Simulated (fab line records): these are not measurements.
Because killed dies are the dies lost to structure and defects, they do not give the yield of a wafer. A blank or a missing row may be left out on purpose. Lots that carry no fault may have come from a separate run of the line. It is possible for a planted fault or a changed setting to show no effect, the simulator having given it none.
Matching of chambers :: flow n5-finfet :: rie-diel-04 running N5_BEOL_M8_STRIP_36: 4 sister chambers
The step strips in N2/H2. 8 wafers are shown with their chamber, then 12 later ones without.

## WAFERS PAIRED WITH THEIR CHAMBERS
wafer: L086.1
chamber: 3
drypump-motor-current-A (A): 5.7
showerhead-plenum-p-Torr (Torr): 2.40

wafer: L086.4
chamber: 0
drypump-motor-current-A (A): 5.9
showerhead-plenum-p-Torr (Torr): 2.41

wafer: L084.1
chamber: 2
drypump-motor-current-A (A): 4.8
showerhead-plenum-p-Torr (Torr): 2.45

wafer: L084.5
chamber: 3
drypump-motor-current-A (A): 5.6
showerhead-plenum-p-Torr (Torr): 2.40

wafer: L084.6
chamber: 2
drypump-motor-current-A (A): 4.8
showerhead-plenum-p-Torr (Torr): 2.45

wafer: L088.2
chamber: 1
drypump-motor-current-A (A): 5.3
showerhead-plenum-p-Torr (Torr): 2.59

wafer: L088.5
chamber: 1
drypump-motor-current-A (A): 5.3
showerhead-plenum-p-Torr (Torr): 2.59

wafer: L088.6
chamber: 0
drypump-motor-current-A (A): 5.9
showerhead-plenum-p-Torr (Torr): 2.40

## WAFERS WITH NO CHAMBER GIVEN
wafer: L091.1
drypump-motor-current-A (A): 5.9
showerhead-plenum-p-Torr (Torr): 2.40

wafer: L091.3
drypump-motor-current-A (A): 4.8
showerhead-plenum-p-Torr (Torr): 2.45

wafer: L091.4
drypump-motor-current-A (A): 4.8
showerhead-plenum-p-Torr (Torr): 2.45

wafer: L094.1
drypump-motor-current-A (A): 4.8
showerhead-plenum-p-Torr (Torr): 2.45

wafer: L094.2
drypump-motor-current-A (A): 5.6
showerhead-plenum-p-Torr (Torr): 2.40

wafer: L094.3
drypump-motor-current-A (A): 5.9
showerhead-plenum-p-Torr (Torr): 2.40

wafer: L094.4
drypump-motor-current-A (A): 5.3
showerhead-plenum-p-Torr (Torr): 2.58

wafer: L094.5
drypump-motor-current-A (A): 5.6
showerhead-plenum-p-Torr (Torr): 2.40

wafer: L094.6
drypump-motor-current-A (A): 5.9
showerhead-plenum-p-Torr (Torr): 2.40

wafer: L097.4
drypump-motor-current-A (A): 5.7
showerhead-plenum-p-Torr (Torr): 2.39

wafer: L097.5
drypump-motor-current-A (A): 4.8
showerhead-plenum-p-Torr (Torr): 2.44

wafer: L097.6
drypump-motor-current-A (A): 5.3
showerhead-plenum-p-Torr (Torr): 2.58

## WHICH CHAMBER EACH ONE RAN IN
wafer: L091.1
from the rows above: 0
in truth: 0

wafer: L091.3
from the rows above: 2
in truth: 2

wafer: L091.4
from the rows above: 2
in truth: 2

wafer: L094.1
from the rows above: 2
in truth: 2

wafer: L094.2
from the rows above: 3
in truth: 3

wafer: L094.3
from the rows above: 0
in truth: 0

wafer: L094.4
from the rows above: 1
in truth: 1

wafer: L094.5
from the rows above: 3
in truth: 3

wafer: L094.6
from the rows above: 0
in truth: 0

wafer: L097.4
from the rows above: 3
in truth: 3

wafer: L097.5
from the rows above: 2
in truth: 2

wafer: L097.6
from the rows above: 1
in truth: 1
Correctly placed: 12 of 12. Can't be placed from these rows: 0. Number placed wrongly: 0.
How it was worked out, from the rows above alone: a wafer's distance from a chamber is the root of the sum, over the readings, of the square of ((its reading less the chamber's mean) divided by the reading's scatter). If the next closest chamber is less than 2 further off than the closest, the wafer can't be placed; otherwise it belongs to the closest. For every chamber, the mean is computed from those of its wafers that are shown. The scatter: take each reading less its chamber's mean, square it, sum over the shown wafers, divide by the number of wafers less the number of chambers, and take the root.
